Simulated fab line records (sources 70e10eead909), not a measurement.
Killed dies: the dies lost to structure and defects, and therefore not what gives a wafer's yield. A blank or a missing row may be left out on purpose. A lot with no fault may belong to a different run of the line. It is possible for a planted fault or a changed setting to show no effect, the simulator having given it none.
Chamber matching || flow nand harc || 4 sister chambers for NHARC_A_STAIRCASE_ETCH_253 on rie diel-01
The step etches the open film in C4F8/O2, target depth 50 nm, time 20.2 s. 16 wafers are shown with their chamber, then 8 later ones without.

WAFERS PAIRED WITH THEIR CHAMBERS
{"wafer": "L075.1", "chamber": 2, "rf vpp V (V)": 898, "rf fwd power W (W)": 589, "oes product au (a.u.)": 0.961}
{"wafer": "L075.3", "chamber": 1, "rf vpp V (V)": 904, "rf fwd power W (W)": 585, "oes product au (a.u.)": 0.990}
{"wafer": "L075.4", "chamber": 0, "rf vpp V (V)": 900, "rf fwd power W (W)": 586, "oes product au (a.u.)": 0.952}
{"wafer": "L076.2", "chamber": 1, "rf vpp V (V)": 905, "rf fwd power W (W)": 587, "oes product au (a.u.)": 0.990}
{"wafer": "L076.4", "chamber": 0, "rf vpp V (V)": 900, "rf fwd power W (W)": 587, "oes product au (a.u.)": 0.944}
{"wafer": "L076.5", "chamber": 2, "rf vpp V (V)": 898, "rf fwd power W (W)": 593, "oes product au (a.u.)": 0.984}
{"wafer": "L077.1", "chamber": 3, "rf vpp V (V)": 889, "rf fwd power W (W)": 584, "oes product au (a.u.)": 0.943}
{"wafer": "L077.5", "chamber": 0, "rf vpp V (V)": 899, "rf fwd power W (W)": 585, "oes product au (a.u.)": 0.948}
{"wafer": "L077.6", "chamber": 1, "rf vpp V (V)": 906, "rf fwd power W (W)": 587, "oes product au (a.u.)": 0.990}
{"wafer": "L084.3", "chamber": 3, "rf vpp V (V)": 888, "rf fwd power W (W)": 581, "oes product au (a.u.)": 0.974}
{"wafer": "L084.4", "chamber": 2, "rf vpp V (V)": 897, "rf fwd power W (W)": 588, "oes product au (a.u.)": 0.982}
{"wafer": "L084.6", "chamber": 3, "rf vpp V (V)": 890, "rf fwd power W (W)": 583, "oes product au (a.u.)": 0.964}
{"wafer": "L086.1", "chamber": 0, "rf vpp V (V)": 900, "rf fwd power W (W)": 586, "oes product au (a.u.)": 0.948}
{"wafer": "L086.3", "chamber": 1, "rf vpp V (V)": 905, "rf fwd power W (W)": 585, "oes product au (a.u.)": 0.964}
{"wafer": "L086.6", "chamber": 3, "rf vpp V (V)": 889, "rf fwd power W (W)": 585, "oes product au (a.u.)": 0.959}
{"wafer": "L088.1", "chamber": 2, "rf vpp V (V)": 898, "rf fwd power W (W)": 587, "oes product au (a.u.)": 0.969}

SIGNATURES (averages over the wafers above)
{"reading": "rf vpp V", "chamber 0": 899.75, "chamber 1": 905.00, "chamber 2": 897.75, "chamber 3": 889.00, "scatter within a chamber": 0.677}
{"reading": "rf fwd power W", "chamber 0": 586.00, "chamber 1": 586.00, "chamber 2": 589.25, "chamber 3": 583.25, "scatter within a chamber": 1.72}
{"reading": "oes product au", "chamber 0": 0.94800, "chamber 1": 0.98350, "chamber 2": 0.97400, "chamber 3": 0.96000, "scatter within a chamber": 0.0108}
Rule: a wafer's distance from a chamber is the root of the sum, over the readings, of the square of ((its reading less the chamber's mean) divided by the reading's scatter). If the next closest chamber is less than 2 further off than the closest, the wafer can't be placed; otherwise it belongs to the closest. The scatter: take each reading less its chamber's mean, square it, sum over the shown wafers, divide by the number of wafers less the number of chambers, and take the root.

WAFERS MISSING THEIR CHAMBER
{"wafer": "L088.3", "rf vpp V (V)": 905, "rf fwd power W (W)": 585, "oes product au (a.u.)": 0.961}
{"wafer": "L088.4", "rf vpp V (V)": 889, "rf fwd power W (W)": 584, "oes product au (a.u.)": 0.932}
{"wafer": "L092.2", "rf vpp V (V)": 899, "rf fwd power W (W)": 589, "oes product au (a.u.)": 0.980}
{"wafer": "L092.3", "rf vpp V (V)": 898, "rf fwd power W (W)": 585, "oes product au (a.u.)": 0.975}
{"wafer": "L092.5", "rf vpp V (V)": 889, "rf fwd power W (W)": 585, "oes product au (a.u.)": 0.965}
{"wafer": "L096.2", "rf vpp V (V)": 889, "rf fwd power W (W)": 581, "oes product au (a.u.)": 0.926}
{"wafer": "L096.5", "rf vpp V (V)": 897, "rf fwd power W (W)": 589, "oes product au (a.u.)": 0.956}
{"wafer": "L096.6", "rf vpp V (V)": 887, "rf fwd power W (W)": 583, "oes product au (a.u.)": 0.930}

WHICH CHAMBER EACH WENT THROUGH
{"wafer": "L088.3", "from the rows above": 1, "in truth": 1}
{"wafer": "L088.4", "from the rows above": 3, "in truth": 3}
{"wafer": "L092.2", "from the rows above": "can't be placed: 2 or 0", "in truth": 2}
{"wafer": "L092.3", "from the rows above": "can't be placed: 2 or 0", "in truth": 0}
{"wafer": "L092.5", "from the rows above": 3, "in truth": 3}
{"wafer": "L096.2", "from the rows above": 3, "in truth": 3}
{"wafer": "L096.5", "from the rows above": 2, "in truth": 2}
{"wafer": "L096.6", "from the rows above": 3, "in truth": 3}
Correctly placed: 6 of 8. Unplaceable from these rows: 2, with the true chamber sitting among the candidates in 2. Placed wrongly: 0.
